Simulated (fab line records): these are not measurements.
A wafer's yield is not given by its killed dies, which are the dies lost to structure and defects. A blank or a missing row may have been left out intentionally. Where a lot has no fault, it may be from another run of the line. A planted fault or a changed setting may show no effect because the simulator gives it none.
Which tool did it? | flow n5-finfet | 10 lots with 29 wafers sampled at 4 steps, on a route of 1938 steps

== WHAT THE GAUGES SHOWED, per wafer ==
N5_BEOL_M5_INSPECT_13: inspects for defects (brightfield). Usual: 413 for raw-defect-count, sd 79.
lot  | measured     | on                | raw-defect-count | flag
L380 | day 8 22:45  | defect-inspect-01 | 375 292 334      |
L381 | day 9 01:40  | defect-inspect-01 | 261 375 267      |
L379 | day 9 05:10  | defect-inspect-01 | 307 382 372      |
L382 | day 9 12:13  | defect-inspect-02 | 493 402          |
L378 | day 10 00:04 | defect-inspect-02 | 457 397 247      |
L385 | day 10 03:32 | defect-inspect-01 | 601 583 525      |
L393 | day 12 22:00 | defect-inspect-02 | 402 403 364      |
L395 | day 13 01:30 | defect-inspect-02 | 476 374 376      |
L399 | day 14 09:49 | defect-inspect-02 | 447 402 471      |
L401 | day 14 15:56 | defect-inspect-02 | 448 477 319      |

N5_BEOL_M5_CD_MEAS_28: target cd 30.6 nm, target cd y 20 nm. Usual: 30.55 nm for cd-nm, sd 0.26.
lot  | measured     | on        | cd-nm (nm)        | flag
L380 | day 8 23:48  | cd-sem-03 | 30.47 30.88 30.87 |
L381 | day 9 03:41  | cd-sem-01 | 31.09 30.77 30.52 |
L379 | day 9 06:19  | cd-sem-03 | 30.59 30.46 30.50 |
L382 | day 9 14:22  | cd-sem-03 | 33.30 33.39       | OFF
L378 | day 10 02:25 | cd-sem-03 | 30.60 30.49 31.06 |
L385 | day 10 06:15 | cd-sem-01 | 33.23 33.07 33.31 | OFF
L393 | day 13 00:26 | cd-sem-01 | 30.71 30.79 30.52 |
L395 | day 13 06:34 | cd-sem-01 | 30.44 30.39 29.91 |
L399 | day 14 12:07 | cd-sem-01 | 30.51 30.86 30.17 |
L401 | day 14 17:46 | cd-sem-01 | 30.44 30.63 30.60 |

== TOOL THAT RAN EACH LOT (tool first, then ch and the chambers of the sampled wafers, then the start) ==
lot  | N5_BEOL_M5_ETCH_61                 | N5_BEOL_M5_EXPOSE_25
L380 | rie-diel-02 ch 0,2,3, day 8 22:54  | euv-scanner-02 ch 0, day 8 23:40
L381 | rie-diel-06 ch 0,3, day 9 01:45    | euv-scanner-01 ch 0, day 9 03:33
L379 | rie-diel-04 ch 0,1,3, day 9 05:22  | euv-scanner-02 ch 0, day 9 06:11
L382 | rie-diel-02 ch 0,2, day 9 12:18    | euv-scanner-02 ch 0, day 9 14:14
L378 | rie-diel-06 ch 2,3, day 10 00:09   | euv-scanner-01 ch 0, day 10 02:16
L385 | rie-diel-04 ch 1,3, day 10 03:47   | euv-scanner-02 ch 0, day 10 06:07
L393 | rie-diel-04 ch 0,1,2, day 12 22:05 | euv-scanner-01 ch 0, day 13 00:19
L395 | rie-diel-02 ch 0,1,3, day 13 01:35 | euv-scanner-01 ch 0, day 13 06:26
L399 | rie-diel-02 ch 0,1,2, day 14 09:54 | euv-scanner-01 ch 0, day 14 11:59
L401 | rie-diel-02 ch 1,2,3, day 14 16:02 | euv-scanner-01 ch 0, day 14 17:38
- N5_BEOL_M5_ETCH_61: etches SiARC in CF4, target depth 15.6 nm, time 26 s.
- N5_BEOL_M5_EXPOSE_25: exposes mask V4, defocus 10 nm.

== WHAT THE TOOLS THEMSELVES READ (means of the sampled wafers that have a number; where no wafer has one, the mark that the record gives instead) ==
N5_BEOL_M5_ETCH_61. Usual: for cf4-flow-sccm, 100.01 sccm with a standard deviation of 0.28; for drypump-motor-current-A, 5.9 A with a standard deviation of 0.35; for etch-rf-on-time-s, 26.2 s with a standard deviation of 0.82; for oes-product-au, 0.69 a.u. with a standard deviation of 0.085; for rf-vpp-V, 184.3 V with a standard deviation of 1.2; for showerhead-plenum-p-Torr, 2.16 Torr with a standard deviation of 0.076; for throttle-valve-pct, 15.59 % with a standard deviation of 0.24.
lot  | tool        | cf4-flow-sccm (sccm) | drypump-motor-current-A (A) | etch-rf-on-time-s (s) | oes-product-au (a.u.) | rf-vpp-V (V) | showerhead-plenum-p-Torr (Torr) | throttle-valve-pct (%) | flag
L380 | rie-diel-02 | 100.09               | 5.9                         | 26.5                  | 0.71                  | 184.0        | 2.14                            | 15.60                  |
L381 | rie-diel-06 | 99.86                | 5.8                         | 25.8                  | 0.74                  | 183.8        | 2.15                            | 15.45                  |
L379 | rie-diel-04 | 99.66                | 5.8                         | 26.4                  | 0.62                  | 183.3        | 2.11                            | 15.73                  |
L382 | rie-diel-02 | 100.26               | 5.9                         | 26.9                  | 0.68                  | 183.5        | 2.10                            | 15.64                  |
L378 | rie-diel-06 | 99.79                | 6.0                         | 26.9                  | 0.65                  | 184.8        | 2.17                            | 15.51                  |
L385 | rie-diel-04 | 99.94                | 5.7                         | 25.5                  | 0.62                  | 184.0        | 2.13                            | 15.72                  |
L393 | rie-diel-04 | 100.02               | 5.8                         | 25.6                  | 0.77                  | 185.1        | 2.21                            | 15.55                  |
L395 | rie-diel-02 | 99.94                | 6.1                         | 26.5                  | 0.72                  | 184.3        | 2.20                            | 15.59                  |
L399 | rie-diel-02 | 100.01               | 5.9                         | 26.4                  | 0.71                  | 184.2        | 2.19                            | 15.61                  |
L401 | rie-diel-02 | 100.08               | 5.7                         | 26.9                  | 0.67                  | 183.8        | 2.16                            | 15.70                  |

N5_BEOL_M5_EXPOSE_25. Usual: 53.0 for exposure-dose-mJ-cm2, sd 0.39.
lot  | tool           | exposure-dose-mJ-cm2 | flag
L380 | euv-scanner-02 | 53.6                 |
L381 | euv-scanner-01 | 52.7                 |
L379 | euv-scanner-02 | 53.5                 |
L382 | euv-scanner-02 | 61.2                 | OFF
L378 | euv-scanner-01 | 52.7                 |
L385 | euv-scanner-02 | 59.5                 | OFF
L393 | euv-scanner-01 | 52.8                 |
L395 | euv-scanner-01 | 52.7                 |
L399 | euv-scanner-01 | 52.8                 |
L401 | euv-scanner-01 | 52.8                 |

== THE ANSWER, worked out from the rows above alone ==
Rule: lot off if the mean of its wafers having a number is beyond 3 standard deviations from the usual mean. A lot without any number at a reading at which 4 lots or more have one is off too. All remaining lots with rows at the step are treated as sound. The gauges are gone through in route order, then the tools' own readings, and for those a lot's mean is taken as printed above. The first step at which some lot is off is used, and at that step the reading that is off furthest; a lot without a number counts as furthest.
Off at N5_BEOL_M5_CD_MEAS_28 (cd-nm): L382, L385.
If a tool, at a process step before that reading, ran all the lots that are off and no sound lot after the first of them, it fits. The gauges at N5_BEOL_M5_CD_MEAS_28 aren't tried: what is off there is off at N5_BEOL_M5_EXPOSE_25 too, on other tools, and a gauge's error can't cause that. One candidate fits, namely euv-scanner-02 at N5_BEOL_M5_EXPOSE_25. A fault onset in the window from L379 (day 9 06:11, its last sound lot) to L382 (day 9 14:14, its first lot off) fits.
On the lots that are off, the tool's own readings at N5_BEOL_M5_EXPOSE_25 differ by more than 5 times the standard deviation of the sound lots' means, which bears it out; exposure-dose-mJ-cm2 reads 60.4 there versus 53.0 on the sound lots.

== WHAT THE SIMULATOR HAD PUT IN ==
Drift in process parameters on euv-scanner-02 at N5_BEOL_M5_EXPOSE_25, starting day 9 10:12. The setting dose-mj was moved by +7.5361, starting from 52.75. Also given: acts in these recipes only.
Struck lots among those shown: L382, L385. The rule above found the same.
